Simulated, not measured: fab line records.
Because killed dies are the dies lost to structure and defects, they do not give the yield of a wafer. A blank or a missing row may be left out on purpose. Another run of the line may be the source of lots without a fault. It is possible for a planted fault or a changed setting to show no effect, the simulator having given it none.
fab line records	flow n5Finfet
[record] lots = 5	wafers = 15	lastDay = 17
route steps=1938 shown BEOL_M8@1350 PASSIVATION@1936
lots that met no fault: from a run of the same line without faults
startH: the number of hours between the record's first day and the start of the first shown wafer of the lot	waitH: time in hours since the lot's previous step	" repeats the value in the row above	L1.1+2: several wafers, shown together as one row	- no value, or no start was given	* or withheld: withheld	< > ~ a bound
route shown NAME@n: NAME is a module with steps in the file, n the number in the route of the first one	usual: the fault-free wafers' mean and standard deviation	same: alike in all rows	chamber/n: place in a boat	sites: per-site readings	_std_site: their standard deviation	_edge_site: inner sites' mean taken away from outer sites' mean	radiusMm: for every site, how far away it sits from the centre of the wafer	mask NAME#n: copy n	behind: the last tool/chamber to shape the wafer	hold: cause of the lot's hold/its duration in hours/its outcome	device: the transistor (n, p or np) that didn't switch	end of line: tests run on the same wafers once the route is complete	a step with no rows: only its recipe	killed: dies lost to structure and defects at the first sort, not the wafer's yield	map: the dies of a wafer, with x for killed, . for not killed, _ for no die there
set.NAME: the setting that was run; set.NAME@STEP: the one run at that earlier step	model.NAME: the simulator's own value behind a step, which no gauge read
lots at selected steps of the route; one table per step, one row per wafer
services: the hour from which a tool's chamber was out of use, counted from the record's first day as startH (under 0 if before that day), plus the number of hours and why
[[steps]]
[step N5_BEOL_M8_ETCH_62]
[recipe] chemistry = N2/H2	target = SOC	targetDepthA = 1100	overetchA = 220	maskMaterial = SiARC	tempC = 40	timeS = 165	ionEnergyEv = 200	pressureMtorr = 30	sourceW = 840	biasW = 150	n2FlowSccm = 200	h2FlowSccm = 200
[usual] drypumpMotorCurrentA = 5.9/0.42	oesProductAu = 0.68/0.086	rfVppV = 524.1/2	showerheadPlenumPTorr = 2.55/0.066	throttleValvePct = 17.89/0.25
lot.wafer	tool	chamber	startH	waitH	drypumpMotorCurrentA	oesProductAu	rfHoursCounterH	rfVppV	showerheadPlenumPTorr	throttleValvePct
L868.3	rieDiel-04	1	233.34	0.0	5.7	0.64	159	528.3	2.65	18.19
L868.4	"	0	"	"	5.4	0.58	246	522.0	2.51	17.99
L868.5	"	3	"	"	6.1	0.77	-	521.3	2.49	17.65
L869.1	rieDiel-03	3	259.37	0.0	6.2	0.82	9	523.3	2.49	17.53
L869.3	"	0	"	"	5.5	0.87	0	525.0	2.61	17.45
L869.6	"	3	"	"	6.1	0.82	-	524.0	2.49	17.51
L875.1	rieDiel-04	0	286.29	0.0	5.4	0.79	8	522.7	2.50	17.57
L875.5	"	2	"	"	5.2	0.59	-	522.7	2.50	18.16
L875.6	"	1	"	"	5.7	0.63	-	526.0	2.64	18.25
L881.3	rieDiel-04	2	318.55	0.0	5.2	0.58	242	522.1	2.50	18.18
L881.4	"	3	"	"	6.0	0.72	49	522.1	2.48	17.71
L881.6	"	1	"	"	5.7	0.62	-	526.3	2.64	18.25
L885.3	rieDiel-03	3	339.07	0.0	6.1	0.75	40	522.2	2.48	17.59
L885.5	"	3	"	"	6.2	0.76	-	521.9	2.48	17.57
L885.6	"	0	"	"	5.5	0.77	-	524.7	2.60	17.50
[step N5_BEOL_M8_STRIP_68]
[recipe] chemistry = N2/H2	tempC = 40	n2FlowSccm = 200	h2FlowSccm = 200	rfFrequencyHz = 6e+07
[step N5_BEOL_M8_STRIP_67]
[recipe] chemistry = CF4	resist = SiARC	powerW = 300	biasPowerW = 75	pressureMtorr = 50	cf4FlowSccm = 150	rfFrequencyHz = 6e+07
[step N5_BEOL_M8_HM_OPEN_17]
[recipe] chemistry = Cl2/BCl3	targetDepthA = 200	overetchA = 60	target = TiN	maskMaterial = SOC	ionEnergyEv = 150	pressureMtorr = 10	icpW = 1000	biasW = 126	Cl2_flow_sccm = 53.25	bcl3FlowSccm = 21.75	Ar_flow_sccm = 25
[step N5_BEOL_M8_STRIP_19]
[recipe] chemistry = O2	powerW = 400	tempC = 40	pressureMtorr = 30	rfFrequencyHz = 6e+07	biasPowerW = 0	overashFraction = 0.2	o2FlowSccm = 225
[usual] drypumpMotorCurrentA = 5.9/0.43	oesProductAu = 0.80/0.095	rfVppV = 3.6/0.61	showerheadPlenumPTorr = 2.10/0.055	throttleValvePct = 16.70/0.24
lot.wafer	tool	chamber	startH	waitH	drypumpMotorCurrentA	oesProductAu	rfHoursCounterH	rfVppV	showerheadPlenumPTorr	throttleValvePct
L868.3	rieDiel-01	0	233.64	0.1	6.5	0.86	50	3.4	2.21	16.68
L868.4	"	2	"	"	5.9	0.73	-	3.1	2.09	16.54
L868.5	"	0	"	"	6.5	0.85	-	3.6	2.21	16.72
L869.1	rieDiel-03	0	259.73	0.1	5.5	1.03	0	2.8	2.14	16.23
L869.3	"	1	"	"	6.0	0.91	20	3.3	2.05	16.56
L869.6	"	2	"	"	5.8	0.69	-	2.7	2.07	16.91
L875.1	rieDiel-04	1	286.59	0.1	5.7	0.73	181	4.2	2.17	16.97
L875.5	"	0	"	"	5.4	0.95	-	2.6	2.06	16.31
L875.6	"	1	"	"	5.7	0.74	-	4.0	2.17	16.94
L881.3	rieDiel-04	3	318.84	0.1	6.0	0.86	49	3.3	2.05	16.44
L881.4	"	0	"	"	5.4	0.91	19	3.2	2.06	16.32
L881.6	"	1	"	"	5.7	0.72	-	3.8	2.16	16.99
L885.3	rieDiel-01	0	339.41	0.1	6.5	0.79	91	4.2	2.20	16.77
L885.5	"	3	"	"	6.1	0.78	-	5.0	2.11	16.82
L885.6	"	0	"	"	6.5	0.80	-	3.4	2.20	16.78
[step N5_BEOL_M8_CD_MEAS_18]
[recipe] pitchNm = 80	targetCdNm = 40
[usual] cdNm = 40.2/0.53
lot.wafer	tool	chamber	startH	waitH	cdNm
L868.3	cdSem-01	-	233.71	0.1	40.0
L868.4	"	-	"	"	39.4
L868.5	"	-	"	"	40.6
L869.1	cdSem-01	-	259.80	0.0	39.5
L869.3	"	-	"	"	40.8
L869.6	"	-	"	"	40.0
L875.1	cdSem-01	-	286.66	0.0	39.7
L875.5	"	-	"	"	40.5
L875.6	"	-	"	"	40.4
L881.3	cdSem-02	-	318.92	0.1	40.9
L881.4	"	-	"	"	40.6
L881.6	"	-	"	"	39.5
L885.3	cdSem-02	-	339.48	0.1	40.0
L885.5	"	-	"	"	39.9
L885.6	"	-	"	"	39.4
[step N5_BEOL_M8_COAT_63]
[recipe] resist = SOC	tempC = 250	timeS = 60	spinRpm = 1500	resistThkNm = 60
[step N5_BEOL_M8_COAT_64]
[recipe] resist = SiARC	tempC = 220	timeS = 60	spinRpm = 1500	resistThkNm = 12
[step N5_BEOL_M8_COAT_71]
[recipe] resist = underlayer	tempC = 205	timeS = 60	spinRpm = 1500	resistThkNm = 5
[step N5_BEOL_M8_COAT_22]
[recipe] resist = CAR-EUV	spinRpm = 1500	resistThkNm = 30
[step N5_BEOL_M8_EBR_24]
[recipe] solvent = PGMEA	ebrWidthMm = 1.5
[step N5_BEOL_M8_SOFTBAKE_23]
[recipe] tempC = 110	timeS = 60	resist = CAR-EUV
[step N5_BEOL_M8_EXPOSE_25]
[recipe] maskId = V7	na = 0.33	sourceShape = annular	sigmaInner = 0.4	sigmaOuter = 0.8	polarization = unpolarized	targetCdNm = 40	doseMj = 42.5
[usual] stageMsdNm = 0.830/0.016
lot.wafer	tool	chamber	startH	waitH	mask	stageMsdNm
L868.3	euvScanner-01	0	235.20	-	V7#0	0.843
L868.4	"	0	"	"	V7#0	0.839
L868.5	"	0	"	"	V7#0	0.838
L869.1	euvScanner-02	0	260.13	-	V7#0	0.817
L869.3	"	0	"	"	V7#0	0.815
L869.6	"	0	"	"	V7#0	0.817
L875.1	euvScanner-01	0	287.90	-	V7#0	0.840
L875.5	"	0	"	"	V7#0	0.844
L875.6	"	0	"	"	V7#0	0.841
L881.3	euvScanner-02	0	320.98	-	V7#0	0.794
L881.4	"	0	"	"	V7#0	0.793
L881.6	"	0	"	"	V7#0	0.795
L885.3	euvScanner-02	0	342.64	-	V7#0	0.793
L885.5	"	0	"	"	V7#0	0.789
L885.6	"	0	"	"	V7#0	0.789
[step N5_BEOL_M8_PEB_26]
[recipe] pebTempC = 100	pebTimeS = 60	resist = CAR-EUV
[step N5_BEOL_M8_DEVELOP_27]
[recipe] developTimeS = 30	developer = TMAH	resist = CAR-EUV	rinseLiquid = surfactantRinse	dry = airSpin	devTempC = 23
[step N5_BEOL_M8_CD_MEAS_28]
[recipe] targetCdNm = 40	landingEnergyEv = 500	detector = seInlens
[usual] cdNm = 40.00/0.23
lot.wafer	tool	chamber	startH	waitH	cdNm
L868.3	cdSem-03	0	235.32	-	39.95
L868.4	"	0	"	"	39.94
L868.5	"	0	"	"	39.82
L869.1	cdSem-03	0	260.26	-	40.38
L869.3	"	0	"	"	40.17
L869.6	"	0	"	"	40.44
L875.1	cdSem-01	0	288.03	-	38.25
L875.5	"	0	"	"	40.14
L875.6	"	0	"	"	36.96
L881.3	cdSem-01	0	321.10	-	40.08
L881.4	"	0	"	"	40.07
L881.6	"	0	"	"	40.04
L885.3	cdSem-01	0	342.76	-	40.21
L885.5	"	0	"	"	40.38
L885.6	"	0	"	"	39.91
[step N5_BEOL_M8_OVL_MEAS_29]
[recipe] pointsPerWafer = 522
[usual] V7_OVL = -0.2/0.67
lot.wafer	tool	chamber	startH	waitH	V7_OVL[nm]
L868.3	overlay-01	0	235.36	0.0	0.4
L868.4	"	0	"	"	-0.3
L868.5	"	0	"	"	0.2
L869.1	overlay-01	0	260.29	0.0	-0.4
L869.3	"	0	"	"	0.3
L869.6	"	0	"	"	-0.6
L875.1	overlay-02	0	288.06	0.0	0.3
L875.5	"	0	"	"	-0.8
L875.6	"	0	"	"	-0.2
L881.3	overlay-01	0	321.14	0.0	0.3
L881.4	"	0	"	"	-0.2
L881.6	"	0	"	"	-1.1
L885.3	overlay-01	0	342.84	0.1	0.5
L885.5	"	0	"	"	0.4
L885.6	"	0	"	"	0.5
[step N5_BEOL_M8_INSPECT_30]
[recipe] mode = adi	inspectInstrument = brightfield
[usual] rawDefectCount = 405/100
lot.wafer	tool	chamber	startH	waitH	rawDefectCount
L868.3	defectInspect-01	-	235.40	0.0	390
L868.4	"	-	"	"	425
L868.5	"	-	"	"	433
L869.1	defectInspect-01	-	260.35	0.1	430
L869.3	"	-	"	"	310
L869.6	"	-	"	"	387
L875.1	defectInspect-01	-	288.12	0.1	363
L875.5	"	-	"	"	379
L875.6	"	-	"	"	346
L881.3	defectInspect-02	-	321.19	0.0	468
L881.4	"	-	"	"	502
L881.6	"	-	"	"	515
L885.3	defectInspect-02	-	342.89	0.0	363
L885.5	"	-	"	"	288
L885.6	"	-	"	"	342
[step N5_BEOL_M8_DESCUM_33]
[recipe] chemistry = O2	timeS = 7	sourcePowerW = 50	biasPowerW = 20	pressureMtorr = 20	rfFrequencyHz = 2.712e+07	tempC = 40	resist = CAR-EUV	o2FlowSccm = 225
[usual] drypumpMotorCurrentA = 5.9/0.39	oesProductAu = 0.79/0.11	rfVppV = 243.2/1.3	showerheadPlenumPTorr = 2.09/0.05	throttleValvePct = 20.44/0.22
lot.wafer	tool	chamber	startH	waitH	drypumpMotorCurrentA	oesProductAu	rfHoursCounterH	rfVppV	showerheadPlenumPTorr	throttleValvePct	model.BEOL_M8.cdNm
L868.3	rieDiel-03	0	235.44	0.0	5.5	0.67	248	244.8	2.14	20.41	40
L868.4	"	1	"	"	6.0	0.92	12	242.6	2.05	20.38	40
L868.5	"	0	"	"	5.5	0.67	-	245.2	2.14	20.41	40
L869.1	rieDiel-04	1	260.38	0.0	5.7	0.74	171	243.5	2.17	20.67	40.4
L869.3	"	2	"	"	5.2	0.70	222	243.2	2.06	20.69	40.2
L869.6	"	2	"	"	5.2	0.70	-	242.8	2.06	20.70	40.2
L875.1	rieDiel-04	0	288.15	0.0	5.4	0.94	8	243.2	2.06	20.11	38.6
L875.5	"	1	"	"	5.7	0.74	-	244.7	2.16	20.68	40
L875.6	"	0	"	"	5.4	0.94	-	241.4	2.06	20.10	37.2
L881.3	rieDiel-01	0	321.22	0.0	6.4	0.82	82	247.1	2.20	20.54	40
L881.4	"	3	"	"	6.1	0.80	103	243.3	2.11	20.62	40
L881.6	"	0	"	"	6.5	0.82	-	246.2	2.20	20.55	40
L885.3	rieDiel-04	3	342.92	0.0	6.0	0.85	57	242.6	2.04	20.25	40.2
L885.5	"	2	"	"	5.1	0.68	-	243.4	2.05	20.74	40.4
L885.6	"	3	"	"	6.0	0.84	-	241.9	2.04	20.26	40.2
[step N5_BEOL_M8_ETCH_72]
[recipe] chemistry = N2/H2	target = underlayer	targetDepthA = 65	maskMaterial = CAR-EUV	timeS = 5.2	ionEnergyEv = 200	pressureMtorr = 30	sourceW = 840	biasW = 150	n2FlowSccm = 200	h2FlowSccm = 200	ends = cleared
[usual] drypumpMotorCurrentA = 5.9/0.39	etchRfOnTimeS = 5.22/0.083	oesProductAu = 0.68/0.09	rfVppV = 524.0/2.2	showerheadPlenumPTorr = 2.55/0.062	throttleValvePct = 17.93/0.24
lot.wafer	tool	chamber	startH	waitH	drypumpMotorCurrentA	etchRfOnTimeS	oesProductAu	rfHoursCounterH	rfVppV	showerheadPlenumPTorr	throttleValvePct
L868.3	rieDiel-03	0	235.47	0.0	5.5	5.28	0.57	248	526.5	2.61	17.93
L868.4	"	1	"	"	6.0	5.17	0.79	12	522.4	2.50	17.88
L868.5	"	0	"	"	5.5	5.21	0.57	-	526.0	2.61	17.91
L869.1	rieDiel-04	1	260.42	0.0	5.8	5.22	0.64	171	527.6	2.65	18.26
L869.3	"	2	"	"	5.2	5.21	0.60	222	521.7	2.51	18.17
L869.6	"	2	"	"	5.1	5.14	0.61	-	523.2	2.51	18.17
L875.1	rieDiel-04	0	288.19	0.0	5.4	5.28	0.80	8	521.6	2.50	17.60
L875.5	"	1	"	"	5.7	5.31	0.62	-	526.3	2.64	18.26
L875.6	"	0	"	"	5.4	5.26	0.81	-	521.2	2.50	17.60
L881.3	rieDiel-01	0	321.25	0.0	6.5	5.25	0.69	82	528.3	2.68	17.97
L881.4	"	3	"	"	6.1	5.15	0.68	103	523.0	2.56	18.01
L881.6	"	0	"	"	6.5	5.27	0.70	-	529.8	2.68	18.01
L885.3	rieDiel-04	3	342.96	0.0	6.0	5.20	0.73	57	522.2	2.48	17.76
L885.5	"	2	"	"	5.2	5.26	0.58	-	523.2	2.50	18.21
L885.6	"	3	"	"	6.0	5.26	0.71	-	522.6	2.48	17.76
[step N5_BEOL_M8_ETCH_65]
[recipe] chemistry = CF4	target = SiARC	targetDepthA = 156	maskMaterial = CAR-EUV	timeS = 26	ionEnergyEv = 80	pressureMtorr = 40	sourceW = 545	biasW = 36	Ar_flow_sccm = 100	cf4FlowSccm = 100	ends = cleared
[usual] drypumpMotorCurrentA = 5.9/0.39	etchRfOnTimeS = 26.1/0.4	oesProductAu = 0.68/0.09	rfVppV = 184.1/0.96	showerheadPlenumPTorr = 2.14/0.049	throttleValvePct = 15.65/0.25
lot.wafer	tool	chamber	startH	waitH	drypumpMotorCurrentA	etchRfOnTimeS	oesProductAu	rfHoursCounterH	rfVppV	showerheadPlenumPTorr	throttleValvePct
L868.3	rieDiel-03	0	235.49	0.0	5.5	26.0	0.58	248	185.1	2.19	15.68
L868.4	"	1	"	"	6.0	25.7	0.79	12	183.4	2.11	15.50
L868.5	"	0	"	"	5.5	26.1	0.57	-	184.9	2.19	15.69
L869.1	rieDiel-04	1	260.43	0.0	5.7	25.9	0.64	171	185.0	2.22	15.90
L869.3	"	2	"	"	5.2	25.6	0.60	222	183.4	2.12	15.97
L869.6	"	2	"	"	5.2	25.6	0.60	-	184.8	2.12	15.96
L875.1	rieDiel-04	0	288.20	0.0	5.4	26.7	0.80	8	183.6	2.10	15.21
L875.5	"	1	"	"	5.7	26.6	0.63	-	185.9	2.21	15.93
L875.6	"	0	"	"	5.4	26.5	0.79	-	183.6	2.10	15.21
L881.3	rieDiel-01	0	321.27	0.0	6.4	26.3	0.69	82	184.7	2.25	15.77
L881.4	"	3	"	"	6.1	25.9	0.68	103	183.8	2.16	15.76
L881.6	"	0	"	"	6.5	26.0	0.69	-	184.7	2.25	15.76
L885.3	rieDiel-04	3	342.97	0.0	6.0	25.9	0.72	57	182.7	2.09	15.39
L885.5	"	2	"	"	5.1	26.1	0.58	-	183.6	2.11	16.02
L885.6	"	3	"	"	6.0	26.1	0.72	-	185.0	2.09	15.40
[step N5_BEOL_M8_ETCH_66]
[recipe] chemistry = N2/H2	target = SOC	targetDepthA = 800	overetchA = 160	maskMaterial = SiARC	tempC = 40	timeS = 120	ionEnergyEv = 200	pressureMtorr = 30	sourceW = 840	biasW = 150	n2FlowSccm = 200	h2FlowSccm = 200
[usual] drypumpMotorCurrentA = 5.9/0.39	oesProductAu = 0.61/0.077	rfVppV = 524.0/1.9	showerheadPlenumPTorr = 2.55/0.062	throttleValvePct = 17.89/0.24
lot.wafer	tool	chamber	startH	waitH	drypumpMotorCurrentA	oesProductAu	rfHoursCounterH	rfVppV	showerheadPlenumPTorr	throttleValvePct
L868.3	rieDiel-03	0	235.52	0.0	5.5	0.52	248	527.0	2.61	17.87
L868.4	"	1	"	"	6.0	0.70	12	522.2	2.50	17.85
L868.5	"	0	"	"	5.5	0.52	-	527.3	2.61	17.87
L869.1	rieDiel-04	1	260.46	0.0	5.7	0.57	171	526.5	2.65	18.20
L869.3	"	2	"	"	5.2	0.54	222	522.9	2.51	18.13
L869.6	"	2	"	"	5.2	0.54	-	523.1	2.51	18.14
L875.1	rieDiel-04	0	288.23	0.0	5.4	0.72	8	522.6	2.50	17.56
L875.5	"	1	"	"	5.7	0.57	-	526.7	2.64	18.24
L875.6	"	0	"	"	5.4	0.72	-	522.9	2.50	17.55
L881.3	rieDiel-01	0	321.30	0.0	6.5	0.62	82	526.4	2.68	17.94
L881.4	"	3	"	"	6.1	0.60	103	525.0	2.56	17.96
L881.6	"	0	"	"	6.4	0.63	-	528.0	2.68	17.93
L885.3	rieDiel-04	3	343.00	0.0	6.1	0.64	57	521.4	2.48	17.71
L885.5	"	2	"	"	5.2	0.52	-	522.0	2.50	18.19
L885.6	"	3	"	"	6.0	0.65	-	521.7	2.48	17.70
[step N5_BEOL_M8_STRIP_69]
[recipe] chemistry = N2/H2	tempC = 40	n2FlowSccm = 200	h2FlowSccm = 200	rfFrequencyHz = 6e+07
[step N5_BEOL_M8_STRIP_73]
[recipe] chemistry = N2/H2	tempC = 40	n2FlowSccm = 200	h2FlowSccm = 200	rfFrequencyHz = 6e+07
[step N5_BEOL_M8_VIA_ETCH_34]
[recipe] chemistry = C4F6/O2	target = SiCOH_lowk	targetDepthA = 1255	maskMaterial = SOC	taperDeg = 4	timeS = 50.5	ionEnergyEv = 250	pressureMtorr = 30	sourceW = 345	biasW = 185	Ar_flow_sccm = 300	C4F6_flow_sccm = 10	O2_flow_sccm = 10
[usual] drypumpMotorCurrentA = 5.9/0.39	oesProductAu = 0.79/0.11	rfVppV = 665/7.7	showerheadPlenumPTorr = 2.85/0.066	throttleValvePct = 20.92/0.24
lot.wafer	tool	chamber	startH	waitH	drypumpMotorCurrentA	oesProductAu	rfHoursCounterH	rfVppV	showerheadPlenumPTorr	throttleValvePct	model.BEOL_M8.cdNm
L868.3	rieDiel-03	0	235.62	0.0	5.5	0.67	248	656	2.91	20.89	39.6
L868.4	"	1	"	"	6.0	0.92	12	667	2.80	20.87	40
L868.5	"	0	"	"	5.5	0.67	-	658	2.91	20.90	39.8
L869.1	rieDiel-04	1	260.56	0.0	5.7	0.74	171	667	2.94	21.17	40.2
L869.3	"	2	"	"	5.1	0.70	222	653	2.82	21.26	40
L869.6	"	2	"	"	5.2	0.70	-	653	2.82	21.27	40.2
L875.1	rieDiel-04	0	288.33	0.0	5.4	0.92	8	669	2.80	20.54	38.6
L875.5	"	1	"	"	5.7	0.73	-	668	2.94	21.16	40
L875.6	"	0	"	"	5.4	0.94	-	670	2.80	20.54	37.2
L881.3	rieDiel-01	0	321.40	0.0	6.5	0.81	82	680	2.99	21.06	39.8
L881.4	"	3	"	"	6.1	0.79	103	661	2.87	21.07	40
L881.6	"	0	"	"	6.4	0.81	-	679	2.99	21.08	40
L885.3	rieDiel-04	3	343.10	0.0	6.0	0.85	57	653	2.78	20.70	40.4
L885.5	"	2	"	"	5.2	0.68	-	652	2.81	21.30	40.2
L885.6	"	3	"	"	6.0	0.83	-	654	2.78	20.68	40.4
[step N5_BEOL_M8_STRIP_76]
[recipe] chemistry = C4F6/O2	resist = SiARC	rfFrequencyHz = 6e+07
[step N5_PASSIVATION_PROBE_49]
[usual] defectLimitedYield = 91.2/1.5	killed_at_M0_to_M3 = 35/11	killed_at_M4_up = 13/5.6	killedAtContacts = 13/6.3	killedAtFrontEnd = 38/12	killedAtOther = 3.7/2.9	killedDies = 104/18	killedOpen = 69/13	killedShort = 34/8.3	sort_bin_5_function = 5.2/0.95	sort_bin_6_memory = 3.3/0.68	sortNPass = 1076/18	sortYieldPct = 91.2/1.5
[same] grossDies = 1180	killedAtBackSide = 0	sort_bin_4_leakage[%] = 0	sort_bin_8_speed[%] = 0
lot.wafer	tool	chamber	startH	waitH	defectLimitedYield[%]	killed_at_M0_to_M3	killed_at_M4_up	killedAtContacts	killedAtFrontEnd	killedAtOther	killedDies	killedOpen	killedShort	sort_bin_5_function[%]	sort_bin_6_memory[%]	sortNPass	sortYieldPct[%]
L875.6	prober-01	-	360.00	0.3	91.4	38	10	16	33	4	101	62	36	5.9	2.4	1079	91.4
// killed by level:class
L875.6 STI_FIN_REVEAL:geometricParticle:open=14 MOL_CONTACT_COAG:geometricParticle:open=9 BEOL_M2:geometricParticle:open=9 BEOL_M0_SAQP:geometricParticle:short=8 FIN_SAQP:geometricParticle:open=6 STARTING-WAFER:geometricParticle:short=6 MOL_CONTACT_COAG:geometricParticle:short=6 BEOL_M1:geometricParticle:open=6
[[services]]
tool	chamber	startH	hours	kind
euvScanner-02	-	212.82	1.0	pm
rieDiel-03	3	213.59	-	clean
rieDiel-03	3	213.59	-	consumableReplace:focusRing
rieDiel-03	3	213.59	18.4	scheduledDown
euvScanner-02	-	222.28	11.9	repair
rieDiel-01	1	228.63	16.2	repair
rieDiel-03	-	239.55	1.0	repair
euvScanner-01	-	242.39	0.2	repair
rieDiel-04	0	244.31	-	clean
rieDiel-04	0	244.31	-	consumableReplace:focusRing
rieDiel-04	0	244.31	18.2	scheduledDown
rieDiel-04	0	244.31	18.2	ventCycle
euvScanner-01	-	246.73	1.0	pm
euvScanner-02	-	250.81	4.6	pm
rieDiel-03	1	261.09	19.7	repair
euvScanner-02	-	263.35	0.5	repair
euvScanner-02	-	270.79	1.0	pm
euvScanner-01	-	273.25	0.2	repair
euvScanner-01	-	296.31	4.8	repair
euvScanner-02	-	297.58	2.1	repair
euvScanner-01	-	302.88	1.0	pm
euvScanner-02	-	317.02	2.1	repair
euvScanner-02	-	325.12	1.0	pm
rieDiel-03	2	333.64	14.0	repair
[[key]]
[firstSign] step = N5_BEOL_M8_CD_MEAS_28	reading = cdNm	direction = down	sigmas = 6.8	usual = 40.00	struck = 38.45	wafersMoved = 2
effect none on later readings
[modelEffect] step = N5_BEOL_M8_DESCUM_33	value = BEOL_M8.cdNm	without = 40.2	struck = 38.6
[modelEffect] step = N5_BEOL_M8_VIA_ETCH_34	value = BEOL_M8.cdNm	without = 40.13	struck = 38.6
metAt N5_BEOL_M8_EXPOSE_25
struckWafers L875.1,L875.5,L875.6
onsetBetween 235.20 287.90
[fault] kind = processParameterDrift	tool = euvScanner-01	chamber = -	onsetH = 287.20	steps = N5_BEOL_M8_EXPOSE_25	channel = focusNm	offset = 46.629	spreadByWafer = 0.3	shape = step	endH = 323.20
